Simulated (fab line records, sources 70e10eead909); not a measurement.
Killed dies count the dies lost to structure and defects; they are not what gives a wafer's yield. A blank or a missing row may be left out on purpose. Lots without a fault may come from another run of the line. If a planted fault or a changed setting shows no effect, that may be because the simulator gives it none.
Which tool is to blame? | flow nand harc | 13 lots, 37 wafers sampled, at 5 steps of a route of 1159

## WHAT THE GAUGES SHOWED, per wafer
NHARC_A_SLIT_CD_MEAS_09 targets a cd of 300 nm.
lot  | measured     | on        | cd nm (nm)
L323 | day 14 11:13 | cd sem-01 | 301.4 300.9 301.7
L327 | day 15 11:13 | cd sem-03 | 300.2 299.3 299.6
L326 | day 15 11:22 | cd sem-03 | 300.2 300.7 301.5
L328 | day 15 16:26 | cd sem-03 | 300.4 300.3 300.9
L329 | day 16 10:20 | cd sem-03 | 300.9 300.7 301.0
L330 | day 16 11:30 | cd sem-01 | 300.1 299.6 299.5
L336 | day 18 09:08 | cd sem-03 | 299.8 300.3 300.7
L340 | day 18 15:38 | cd sem-02 | 300.9 301.2
L337 | day 18 15:47 | cd sem-03 | 299.2 300.1
L341 | day 19 09:44 | cd sem-03 | 300.3 300.3 300.1
L342 | day 19 23:43 | cd sem-02 | 300.0 299.5 299.1
L343 | day 19 23:54 | cd sem-02 | 299.7 299.6 300.6
L344 | day 20 05:41 | cd sem-03 | 301.1 300.4 300.9

NHARC_END_SORT_01.
lot  | measured     | on        | killed at array | killed at other | killed at periphery | killed dies | killed open | killed short
L336 | day 23 07:02 | prober-01 | 673 27 31       | 1 1 0           | 3 3 1               | 677 31 32   | 3 1 3       | 3 2 3
L340 | day 23 22:06 | prober-02 | 673 28          | 1 5             | 3 4                 | 677 37      | 4 5         | 4 2
L337 | day 23 22:07 | prober-01 | 677 17          | 0 0             | 0 4                 | 677 21      | 3 3         | 3 1

## WHICH TOOL RAN EACH LOT (tool, then ch and the chambers of the sampled wafers, then the start)
lot  | NHARC_A_SLIT_ETCH_15                          | NHARC_A_WL_FILL_ALD_19              | NHARC_A_WL_FILL_CMP_12
L323 | rie diel-05 ch 1,2,3, day 16 03:22 or earlier | ald metal-02 ch 0,1,2, day 16 03:22 | cmp-04 ch 0,2,3, day 16 13:40
L327 | rie diel-08 ch 0,2,3, day 16 22:49 or earlier | ald metal-04 ch 1,2,3, day 16 22:49 | cmp-01 ch 0,2,3, day 17 08:47
L326 | rie diel-12 ch 2,3, day 17 01:52 or earlier   | ald metal-02 ch 0,1,3, day 17 01:52 | cmp-04 ch 0,1, day 17 10:59
L328 | rie diel-08 ch 0,1, day 17 05:29 or earlier   | ald metal-01 ch 0,1,2, day 17 05:29 | cmp-02 ch 1,2, day 17 17:59
L329 | rie diel-05 ch 0,2,3, day 18 04:32 or earlier | ald metal-02 ch 0,1, day 18 04:32   | cmp-02 ch 1,3, day 18 09:44
L330 | rie diel-12 ch 0,1,2, day 18 04:32 or earlier | ald metal-01 ch 0,1,2, day 18 04:32 | cmp-02 ch 2,3, day 18 14:02
L336 | rie diel-08 ch 1,2, day 19 20:22 or earlier   | ald metal-02 ch 0,2,3, day 19 20:22 | cmp-01 ch 0,1,2, day 20 01:53
L340 | rie diel-08 ch 3, day 20 00:19 or earlier     | ald metal-02 ch 0,3, day 20 00:19   | cmp-02 ch 0,3, day 20 08:45
L337 | rie diel-12 ch 0,2, day 20 03:02 or earlier   | ald metal-02 ch 0,2, day 20 03:02   | cmp-04 ch 1,3, day 20 13:05
L341 | rie diel-08 ch 0,1,3, day 20 21:41 or earlier | ald metal-01 ch 0,1,3, day 20 21:41 | cmp-02 ch 0,1,2, day 21 04:22
L342 | rie diel-08 ch 1,2,3, day 21 08:49 or earlier | ald metal-01 ch 2,3, day 21 08:49   | cmp-01 ch 1,2, day 21 18:04
L343 | rie diel-05 ch 0,1, day 21 08:52 or earlier   | ald metal-04 ch 0,1,3, day 21 08:52 | cmp-01 ch 0,2,3, day 21 17:49
L344 | rie diel-05 ch 0,1,3, day 21 15:47 or earlier | ald metal-04 ch 0,2,3, day 21 15:47 | cmp-04 ch 1,2,3, day 21 23:18
- NHARC_A_SLIT_ETCH_15: etches the open film in O2/COS, target depth 3200 nm, time 832 s.
- NHARC_A_WL_FILL_ALD_19: deposits TiN, target thk 2 nm, pulse time 3 s, ald cycles 100.
- NHARC_A_WL_FILL_CMP_12: polishes, t overpolish 30 s, target thk 75 nm.

## AS READ BY THE TOOLS THEMSELVES (means over the sampled wafers that have a number; for cases with no such wafer, the mark the record gives instead)
NHARC_A_SLIT_ETCH_15.
lot  | tool        | chamber pressure mTorr (mTorr) | drypump motor current A (A) | o2 flow sccm (sccm) | oes product au (a.u.) | rf vpp V (V) | showerhead plenum p Torr (Torr) | throttle valve pct (%)
L323 | rie diel-05 | 19.997                         | 5.5                         | 399.4               | 1.000                 | 314.7        | 3.16                            | 28.341
L327 | rie diel-08 | 20.001                         | 5.5                         | 398.7               | 0.998                 | 313.0        | 3.03                            | 28.338
L326 | rie diel-12 | 20.010                         | 6.5                         | 399.5               | 0.994                 | 316.7        | 3.29                            | 28.333
L328 | rie diel-08 | 20.005                         | 5.8                         | 399.1               | 0.995                 | 313.1        | 2.96                            | 28.324
L329 | rie diel-05 | 19.986                         | 5.4                         | 400.3               | 0.985                 | 313.8        | 3.18                            | 28.329
L330 | rie diel-12 | 19.994                         | 6.1                         | 399.9               | 0.997                 | 315.7        | 3.18                            | 28.328
L336 | rie diel-08 | 20.007                         | 6.0                         | 398.5               | 1.007                 | 312.3        | 2.98                            | 28.322
L340 | rie diel-08 | 20.003                         | 5.4                         | 399.0               | 1.004                 | 315.1        | 3.11                            | 28.328
L337 | rie diel-12 | 19.991                         | 6.3                         | 400.9               | 0.996                 | 315.6        | 3.19                            | 28.319
L341 | rie diel-08 | 19.996                         | 5.7                         | 400.2               | 0.994                 | 312.9        | 3.01                            | 28.326
L342 | rie diel-08 | 20.007                         | 5.7                         | 400.7               | 0.995                 | 312.8        | 3.03                            | 28.328
L343 | rie diel-05 | 19.994                         | 6.2                         | 398.9               | 0.994                 | 315.1        | 3.21                            | 28.318
L344 | rie diel-05 | 19.992                         | 5.9                         | 400.1               | 0.991                 | 315.7        | 3.22                            | 28.329

NHARC_A_WL_FILL_ALD_19.
lot  | tool         | heater power outer w (W) | heater power w (W) | precursor pulse height rel
L323 | ald metal-02 | 728                      | 1125               | 0.996
L327 | ald metal-04 | 644                      | 1075               | 1.004
L326 | ald metal-02 | 694                      | 1153               | 0.975
L328 | ald metal-01 | 788                      | 1202               | 1.005
L329 | ald metal-02 | 739                      | 1191               | 1.002
L330 | ald metal-01 | 779                      | 1211               | 1.009
L336 | ald metal-02 | 700                      | 1100               | 0.999
L340 | ald metal-02 | 680                      | 1100               | 1.013
L337 | ald metal-02 | 727                      | 1090               | 0.986
L341 | ald metal-01 | 706                      | 1154               | 0.991
L342 | ald metal-01 | 792                      | 1212               | 0.995
L343 | ald metal-04 | 715                      | 1093               | 1.023
L344 | ald metal-04 | 745                      | 1163               | 0.981

NHARC_A_WL_FILL_CMP_12.
lot  | tool   | motor current A (A) | overpolish run s (s) | time to endpoint s (s)
L323 | cmp-04 | 11.5                | 30.001               | 16.2
L327 | cmp-01 | 11.8                | 30.002               | 14.7
L326 | cmp-04 | 11.1                | 30.001               | 19.1
L328 | cmp-02 | 13.2                | 29.997               | 16.1
L329 | cmp-02 | 12.5                | 30.001               | 16.9
L330 | cmp-02 | 12.9                | 29.998               | 20.0
L336 | cmp-01 | 12.5                | 30.010               | 16.3
L340 | cmp-02 | 12.3                | 29.994               | 14.8
L337 | cmp-04 | 11.5                | 29.992               | 16.6
L341 | cmp-02 | 12.5                | 29.999               | 14.9
L342 | cmp-01 | 13.4                | 30.004               | 15.8
L343 | cmp-01 | 11.5                | 29.994               | 20.0
L344 | cmp-04 | 11.2                | 30.010               | 19.2

## THE ANSWER, worked out from the rows above alone
Rule: what is usual is taken from the lots themselves. Put in order of their means at a reading, lots are off if they are a third of the lots or fewer, leave a main group of 4 or more, and stand apart from it by a gap of 3 or more times the standard deviation of the main group's means; of several such gaps the widest counts. A main group is skipped when, at the precision printed for the reading in the tables above, its means are all equal. Also off: a lot with no number at a reading for which 4 or more lots have one. All remaining lots with rows at the step are treated as sound. The gauges are gone through in route order, then the tools' own readings, and for those a lot's mean is taken as printed above. At the first step where some lot is off, the reading lying furthest off is the one used; lots without a number count as furthest.
No lot is off on any of the readings shown, so nothing can be concluded from this.

## WHAT THE SIMULATOR HAD INSERTED
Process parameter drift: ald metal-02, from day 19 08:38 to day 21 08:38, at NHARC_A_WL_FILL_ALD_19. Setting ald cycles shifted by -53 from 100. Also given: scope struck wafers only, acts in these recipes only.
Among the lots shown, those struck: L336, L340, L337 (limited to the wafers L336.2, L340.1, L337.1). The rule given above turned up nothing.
